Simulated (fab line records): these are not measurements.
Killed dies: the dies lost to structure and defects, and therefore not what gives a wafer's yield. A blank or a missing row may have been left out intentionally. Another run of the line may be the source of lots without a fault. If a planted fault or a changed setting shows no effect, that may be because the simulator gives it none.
Which tool was responsible? | flow n5Finfet | 10 lots with 30 wafers sampled at 6 steps, on a route of 1938 steps

== WHAT THE GAUGES SHOWED, per wafer ==
N5_SD_EPI_P_EPI_MEAS_23. Usual: thkNm 60.9 nm, standard deviation 1.2.
lot  | measured    | on           | thkNm (nm)     | flag
L182 | day 4 05:43 | filmMetro-01 | 60.1 61.4 60.7 | 
L183 | day 4 11:35 | filmMetro-01 | 61.5 61.7 60.7 | 
L184 | day 4 18:56 | filmMetro-01 | 60.7 61.1 59.8 | 
L185 | day 4 21:53 | filmMetro-01 | 60.6 61.9 60.3 | 
L187 | day 5 11:22 | filmMetro-01 | 62.7 59.9 61.4 | 
L189 | day 6 00:16 | filmMetro-01 | 63.1 60.6 62.2 | 
L195 | day 7 10:35 | filmMetro-01 | 59.8 62.0 61.1 | 
L197 | day 8 00:04 | filmMetro-01 | 62.0 60.4 60.1 | 
L201 | day 8 23:14 | filmMetro-02 | 60.1 59.4 59.7 | 
L202 | day 9 03:31 | filmMetro-01 | 59.8 60.1 59.4 | 

N5_SD_ACTIVATION_RS_MEAS_03: a four-point-probe measurement. Usual: RS_SD_N 21.94 ohm/sq, standard deviation 0.27; RS_SD_P 56.2 ohm/sq, standard deviation 0.91.
lot  | measured    | on           | RS_SD_N (ohm/sq)  | RS_SD_P (ohm/sq) | flag
L182 | day 4 06:22 | filmMetro-01 | 22.26 22.39 22.47 | 56.7 56.3 56.1   | 
L183 | day 4 12:25 | filmMetro-01 | 21.68 22.53 21.74 | 54.9 55.4 55.4   | 
L184 | day 4 19:34 | filmMetro-01 | 21.68 21.87 21.93 | 56.3 55.9 56.0   | 
L185 | day 4 22:31 | filmMetro-01 | 21.69 21.53 21.75 | 54.5 55.5 55.4   | 
L187 | day 5 11:59 | filmMetro-01 | 21.82 21.95 21.80 | 55.5 55.8 56.0   | 
L189 | day 6 00:59 | filmMetro-02 | 21.85 21.98 21.71 | 54.8 55.4 55.6   | 
L195 | day 7 11:25 | filmMetro-02 | 21.46 21.76 22.06 | 58.1 56.6 57.2   | 
L197 | day 8 00:44 | filmMetro-02 | 21.98 21.90 21.83 | 54.9 55.7 57.1   | 
L201 | day 8 23:50 | filmMetro-02 | 21.47 21.26 21.41 | 57.0 56.8 55.9   | 
L202 | day 9 04:09 | filmMetro-01 | 22.16 22.02 22.06 | 56.3 55.6 56.7   | 

N5_ILD0_THK_MEAS_04. Usual: thkNm 197.5 nm, standard deviation 1.2.
lot  | measured    | on           | thkNm (nm)        | flag
L182 | day 4 09:23 | filmMetro-02 | 198.7 196.5 196.7 | 
L183 | day 4 15:27 | filmMetro-01 | 198.4 196.9 198.7 | 
L184 | day 4 22:34 | filmMetro-02 | 199.8 200.2 198.2 | 
L185 | day 5 01:53 | filmMetro-01 | 198.0 195.5 195.9 | 
L187 | day 5 15:10 | filmMetro-01 | 197.6 196.9 196.3 | 
L189 | day 6 04:00 | filmMetro-01 | 197.0 194.4 194.8 | 
L195 | day 7 14:28 | filmMetro-02 | 198.3 199.0 199.1 | 
L197 | day 8 03:44 | filmMetro-01 | 198.1 197.5 196.9 | 
L201 | day 9 02:52 | filmMetro-01 | 197.9 197.4 197.2 | 
L202 | day 9 07:10 | filmMetro-02 | 198.5 196.6 197.9 | 

N5_SDB_CD_MEAS_11: target cd 50 nm. Usual: cdNm 49.4 nm, standard deviation 1.1.
lot  | measured    | on       | cdNm (nm)      | flag
L182 | day 4 13:26 | cdSem-03 | 50.5 49.8 49.3 | 
L183 | day 4 19:28 | cdSem-03 | 48.5 47.2 47.4 | 
L184 | day 5 02:38 | cdSem-02 | 48.1 46.6 48.7 | 
L185 | day 5 06:17 | cdSem-01 | 37.0 39.6 38.2 | OFF
L187 | day 5 19:13 | cdSem-03 | 39.7 39.8 40.3 | OFF
L189 | day 6 07:56 | cdSem-03 | 48.7 50.2 49.0 | 
L195 | day 7 18:34 | cdSem-03 | 48.6 49.7 48.5 | 
L197 | day 8 07:40 | cdSem-01 | 49.6 49.3 47.4 | 
L201 | day 9 06:55 | cdSem-02 | 47.5 48.4 48.9 | 
L202 | day 9 11:05 | cdSem-02 | 49.4 50.3 51.8 | 

N5_BEOL_M4_RC_MEAS_101. Usual: DIBL_N 35.8 mV/V, standard deviation 1.8; DIBL_P 35.6 mV/V, standard deviation 2; IOFF_N 0.148 nA/um, standard deviation 0.028; IOFF_P 0.20 nA/um, standard deviation 0.034; ION_N 672 uA/um, standard deviation 12; ION_P 462 uA/um, standard deviation 8.5; SS_N 71.2 mV/dec, standard deviation 0.65; SS_P 73.1 mV/dec, standard deviation 0.67; VT_N 251 mV, standard deviation 3.3; VT_P -251 mV, standard deviation 3.8.
lot  | measured     | on        | DIBL_N (mV/V)  | DIBL_P (mV/V)  | IOFF_N (nA/um)    | IOFF_P (nA/um) | ION_N (uA/um) | ION_P (uA/um) | SS_N (mV/dec)  | SS_P (mV/dec)  | VT_N (mV)   | VT_P (mV)      | flag
L182 | day 9 00:37  | prober-01 | 36.3 36.9 38.3 | 34.1 34.5 36.7 | 0.138 0.141 0.175 | 0.20 0.21 0.24 | 662 675 677   | 464 469 468   | 71.5 70.9 71.1 | 73.2 73.8 73.7 | 253 253 247 | -248 -248 -248 | 
L183 | day 9 07:14  | prober-01 | 36.3 35.4 36.7 | 37.7 38.2 37.9 | 0.161 0.152 0.165 | 0.19 0.20 0.19 | 686 674 671   | 464 463 461   | 71.5 71.5 71.0 | 72.9 72.6 73.1 | 250 252 250 | -256 -254 -256 | 
L184 | day 9 04:34  | prober-01 | 37.6 37.9 36.8 | 36.9 37.5 35.5 | 0.169 0.162 0.147 | 0.20 0.22 0.18 | 693 684 675   | 465 461 462   | 71.9 71.7 71.4 | 73.8 74.0 72.9 | 245 247 251 | -252 -249 -254 | 
L189 | day 10 05:30 | prober-01 | 38.0 34.9 33.6 | 37.4 34.3 32.3 | 0.178 0.117 0.105 | 0.21 0.17 0.14 | 676 656 661   | 456 454 450   | 71.5 71.0 69.8 | 73.8 73.0 72.1 | 252 255 255 | -254 -252 -256 | 
L195 | day 11 22:31 | prober-01 | 37.7 34.0 33.2 | 38.3 33.9 32.5 | 0.189 0.121 0.106 | 0.22 0.17 0.14 | 685 668 656   | 463 460 452   | 71.8 71.3 70.4 | 74.0 72.1 72.6 | 249 255 255 | -252 -254 -257 | 
L197 | day 12 03:19 | prober-01 | 38.5 35.8 35.6 | 39.8 34.5 36.1 | 0.191 0.137 0.146 | 0.25 0.17 0.18 | 679 663 683   | 463 454 466   | 72.1 71.6 71.5 | 73.7 73.0 73.1 | 248 252 251 | -248 -252 -255 | 
L201 | day 13 18:52 | prober-02 | 35.8 38.4 35.3 | 35.0 37.4 33.1 | 0.147 0.197 0.138 | 0.19 0.24 0.18 | 677 691 682   | 463 478 464   | 71.3 71.6 71.0 | 72.4 72.5 71.9 | 250 246 254 | -248 -247 -250 | 
L202 | day 13 22:43 | prober-02 | 34.5 35.1 35.3 | 34.1 35.6 35.2 | 0.145 0.163 0.164 | 0.19 0.21 0.21 | 673 687 692   | 471 470 469   | 70.7 70.5 70.9 | 72.4 72.9 72.9 | 249 246 247 | -249 -247 -247 | 

== WHICH TOOL RAN EACH LOT (tool, then ch and the chambers of the sampled wafers, then the start) ==
lot  | N5_SDB_EXPOSE_08
L182 | arfiScanner-01 ch 0, day 4 13:19
L183 | arfiScanner-01 ch 0, day 4 19:20
L184 | arfiScanner-03 ch 0, day 5 02:31
L185 | arfiScanner-01 ch 0, day 5 06:10
L187 | arfiScanner-01 ch 0, day 5 19:05
L189 | arfiScanner-02 ch 0, day 6 07:48
L195 | arfiScanner-02 ch 0, day 7 18:26
L197 | arfiScanner-03 ch 0, day 8 07:32
L201 | arfiScanner-02 ch 0, day 9 06:48
L202 | arfiScanner-02 ch 0, day 9 10:58
- N5_SDB_EXPOSE_08: exposes mask SDB.

== AS READ BY THE TOOLS THEMSELVES (means over the sampled wafers that have a number; for cases with no such wafer, the mark the record gives instead) ==
N5_SDB_EXPOSE_08. Usual: exposureDoseMJCm2 49.74, standard deviation 0.19.
lot  | tool           | exposureDoseMJCm2 | flag
L182 | arfiScanner-01 | 49.59             | 
L183 | arfiScanner-01 | 49.55             | 
L184 | arfiScanner-03 | 49.60             | 
L185 | arfiScanner-01 | 43.86             | OFF
L187 | arfiScanner-01 | 45.02             | OFF
L189 | arfiScanner-02 | 49.89             | 
L195 | arfiScanner-02 | 49.93             | 
L197 | arfiScanner-03 | 49.54             | 
L201 | arfiScanner-02 | 49.96             | 
L202 | arfiScanner-02 | 50.04             | 

== THE ANSWER, worked out from the rows above alone ==
Rule: a lot counts as off when the mean over its wafers that have a number is more than 3 standard deviations away from the usual mean. A lot without any number at a reading at which 4 lots or more have one is off too. The other lots that the step has rows for count as sound. After the gauges, taken in route order, come the tools' own readings; for these a lot's mean is taken, as printed above. At the first step where some lot is off, the reading lying furthest off is the one used; lots without a number count as furthest.
Off: L185, L187, at N5_SDB_CD_MEAS_11 (cdNm).
If a tool, at a process step before that reading, ran all the lots that are off and no sound lot after the first of them, it fits. Not tried: the gauges at N5_SDB_CD_MEAS_11; whatever is off there is also off at N5_SDB_EXPOSE_08, on other tools, and gauge error can't account for it. One fits: N5_SDB_EXPOSE_08 on arfiScanner-01. Its last sound lot is L183 (day 4 19:20), its first lot that is off L185 (day 5 06:10): a fault that began between those two fits.
On the lots that are off, the tool's own readings at N5_SDB_EXPOSE_08 differ by more than 5 times the standard deviation of the sound lots' means, which bears it out; exposureDoseMJCm2 reads 44.44 there versus 49.76 on the sound lots.

== WHAT HAD BEEN PUT IN BY THE SIMULATOR ==
Drift in process parameters on arfiScanner-01 at N5_SDB_EXPOSE_08, starting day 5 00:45. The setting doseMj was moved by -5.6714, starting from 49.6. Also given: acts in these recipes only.
Struck lots among those shown: L185, L187. Same finding as the rule above.
